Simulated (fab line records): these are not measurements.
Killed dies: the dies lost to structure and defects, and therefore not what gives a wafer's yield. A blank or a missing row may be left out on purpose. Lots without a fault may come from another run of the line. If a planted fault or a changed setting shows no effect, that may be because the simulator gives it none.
Comparing a struck lot with a sound one -- flow n5 finfet -- 40 out of 1938 route steps
Sound: wafers L559.3, L559.4, L559.6. Struck: wafer L565.3 (left out: L565.2, L565.6 of the same lot, which were not struck); the cause appears at the end.
For every step that has rows: the tool of each side, followed by ch and its chambers, followed by its first start. Under that, the readings that differ: sound wafers -- struck wafers -- difference of the means -- sigmas: that difference in standard deviations of wafers without a fault.
alike: readings with means less than 2 such deviations apart, plus words and numbers identical on both sides. not compared: withheld readings, readings lacking a value on some wafer, bounds such as >300 that could conceal the same value, and numbers that have no deviation in the record and whose values overlap.
The two part at a step that has a row with sigmas, a row that says differs or no value, or rows on one side only. When numbers do not overlap yet have no deviation, they are printed without sigmas and do not part them. A reading missing from all wafers of one side parts the sides only when that side holds two or more wafers.

N5_BEOL_M5_PRE_CLEAN_45: time 30 s.
  sound on pvd sputter-02, day 11 13:34; struck on pvd sputter-02, day 12 23:59
  alike: heater power w
then, 4 steps without rows for these wafers: N5_BEOL_M5_ALD_86 (deposits TaN, pulse time 2 s, purge time 3 s, co reactant purge time 2 s); N5_BEOL_M5_SURFACE_TREAT_87; N5_BEOL_M5_CVD_47 (deposits Co from CCTBA/H2, target thk 3 nm, time 216 s); N5_BEOL_M5_SPUTTER_48 (material Cu, target thk 15 nm, time 27.62 s).
N5_BEOL_M5_ANNEAL_49: time 1800 s.
  sound on pvd sputter-02, day 11 14:13; struck on pvd sputter-03, day 13 00:44
  alike: heater power w
then, 5 steps without rows for these wafers: N5_BEOL_M5_SPUTTER_81 (material Cu, target thk 15 nm, time 27.62 s); N5_BEOL_M5_ANNEAL_82 (time 1800 s); N5_BEOL_M5_SPUTTER_83 (material Cu, target thk 15 nm, time 27.62 s); N5_BEOL_M5_ANNEAL_84 (time 1800 s); N5_BEOL_M5_SPUTTER_88 (material Cu, target thk 15 nm, time 27.62 s).
N5_BEOL_M5_ANNEAL_89: time 1800 s.
  sound on pvd sputter-02, day 11 17:28; struck on pvd sputter-03, day 13 03:59
  alike: heater power w
N5_BEOL_M5_SPUTTER_90: material Cu, target thk 4.5 nm, time 8.29 s.
  sound on pvd sputter-02, day 11 18:29; struck on pvd sputter-03, day 13 05:00
  alike: throttle valve pct
then, 7 steps without rows for these wafers: N5_BEOL_M5_ECD_50 (material Cu, target thk 300 nm); N5_BEOL_M5_ANNEAL_51 (time 90 s); N5_BEOL_M5_CMP_52 (polishes, stops on SiCOH lowk, t overpolish 6.9 s, target thk 62 nm); N5_BEOL_M5_PRE_CLEAN_77 (time 15 s); N5_BEOL_M5_CO_CAP_78 (material Co, precursor CCTBA/H2, target thk 2 nm, time 102.1 s); N5_BEOL_M5_PRE_CLEAN_55 (time 15 s); N5_BEOL_M5_DEP_56 (deposits SiCN from 3MS/NH3, target thk 8 nm, time 14 s).
N5_BEOL_M5_RS_MEAS_57: the measuring method here is four-point-probe.
  sound on film metro-01, day 11 19:32; struck on film metro-01, day 13 06:04
  alike: M5_RS
then, 2 steps without rows for these wafers: N5_BEOL_M6_ILD_DEP_00 (deposits SiCOH lowk from DEMS/porogen, target thk 179.75 nm, time 33.4 s); N5_BEOL_M6_CURE_74 (cures SiCOH lowk, time 240 s).
N5_BEOL_M6_THK_MEAS_01:
  sound on film metro-01, day 11 20:12; struck on film metro-01, day 13 06:43
  alike: M6_ILD_THK
then, 10 steps without rows for these wafers: N5_BEOL_M6_PECVD_70 (deposits SiO2 from TEOS/O2, target thk 20 nm, time 22.7 s); N5_BEOL_M6_HM_DEP_02 (deposits TiN, target thk 20 nm); N5_BEOL_M6_COAT_59 (time 60 s, resist thk 100 nm); N5_BEOL_M6_COAT_60 (time 60 s, resist thk 35 nm); N5_BEOL_M6_COAT_05 (resist thk 90 nm); N5_BEOL_M6_EBR_07; N5_BEOL_M6_SOFTBAKE_06 (time 60 s); N5_BEOL_M6_EXPOSE_08 (exposes mask M6); N5_BEOL_M6_PEB_09 (peb time 60 s); N5_BEOL_M6_DEVELOP_10 (develop time 30 s).
N5_BEOL_M6_CD_MEAS_11: the cd target is 38.5 nm.
  sound on cd sem-02 ch 0, day 11 22:18; struck on cd sem-03 ch 0, day 13 08:50
  alike: cd nm
N5_BEOL_M6_OVL_MEAS_12:
  sound on overlay-02 ch 0, day 11 22:19; struck on overlay-02 ch 0, day 13 08:52
  alike: M6_OVL
then, 1 step without rows for these wafers: N5_BEOL_M6_DESCUM_16 (chemistry O2, time 7.9 s).
N5_BEOL_M6_ETCH_61: etches SiARC in CF4, target depth 45.5 nm, time 75.8 s.
  sound on rie diel-04 ch 1,2,3, day 11 22:28; struck on rie diel-02 ch 2, day 13 09:01
reading,sound,struck,difference,sigmas
oes product au (a.u.),0.61 0.59 0.70,0.78,+0.15,+2
  alike: drypump motor current A, etch rf on time s, rf vpp V, showerhead plenum p Torr, throttle valve pct
  not compared: rf hours counter h
N5_BEOL_M6_ETCH_62: etches SOC in N2/H2, target depth 110 nm, overetch 22 nm, time 165 s.
  sound on rie diel-04 ch 1,2,3, day 11 22:31; struck on rie diel-02 ch 2, day 13 09:05
reading,sound,struck,difference,sigmas
oes product au (a.u.),0.60 0.59 0.69,0.77,+0.14,+2
  alike: drypump motor current A, h2 flow sccm, rf vpp V, showerhead plenum p Torr, throttle valve pct
  not compared: rf hours counter h
-- the record jumps here: 4 days lie between the struck wafers' starts before and after (it left off in module BEOL_M6 and takes up again in module PASSIVATION, whose first step shown is number 1936 of the route) --
N5_PASSIVATION_PROBE_49:
  the record has rows for the struck wafers here (prober-01, day 17 11:31) and none for the sound ones

== WHERE THEY PART ==
At N5_BEOL_M6_ETCH_61 first; at N5_PASSIVATION_PROBE_49 last (within this record only).

WHY: the cause the simulator had injected
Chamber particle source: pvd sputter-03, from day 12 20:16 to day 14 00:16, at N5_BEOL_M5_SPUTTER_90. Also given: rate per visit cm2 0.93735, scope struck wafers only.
